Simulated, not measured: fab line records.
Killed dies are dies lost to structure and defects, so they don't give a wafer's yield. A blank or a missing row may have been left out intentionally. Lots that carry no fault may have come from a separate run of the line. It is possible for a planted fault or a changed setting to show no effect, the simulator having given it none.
Chamber matching	flow nand-harc	NHARC_P_ZERO_WELL_ETCH_65 on rie-diel-13 has 4 sister chambers
The step etches the open film in N2/H2, target depth 80 nm, overetch 24 nm, time 87.88 s. 4 wafers are shown with their chamber, then 11 later ones without.

== EACH WAFER AND ITS CHAMBER ==
wafer	chamber	drypump-motor-current-A (A)
L084.5	2	5.6
L084.6	1	4.8
L086.6	3	5.3
L088.4	0	6.5

== WAFERS WITHOUT THEIR CHAMBER ==
wafer	drypump-motor-current-A (A)
L088.5	5.2
L088.6	5.6
L092.1	5.2
L092.5	5.2
L092.6	6.5
L093.2	6.5
L093.3	5.2
L093.5	4.8
L095.1	4.8
L095.4	6.5
L095.5	5.7

== THE CHAMBER EACH PASSED THROUGH ==
wafer	from the rows above	in truth
L088.5	3	3
L088.6	2	2
L092.1	3	3
L092.5	3	3
L092.6	0	0
L093.2	0	0
L093.3	3	3
L093.5	1	1
L095.1	1	1
L095.4	0	0
L095.5	2	2
Placed correctly: 11 of 11. Can't be placed from these rows: 0. Wrongly placed: 0.
How it was worked out, from the rows above alone: a wafer's distance from a chamber is the root of the sum, over the readings, of the square of ((its reading less the chamber's mean) divided by the reading's scatter). If the next closest chamber is less than 2 further off than the closest, the wafer can't be placed; otherwise it belongs to the closest. The mean given for a chamber averages the wafers shown for that chamber. The scatter: with one shown wafer a chamber, the root of the mean of the squares of how far each hidden wafer lies from its nearest shown one.
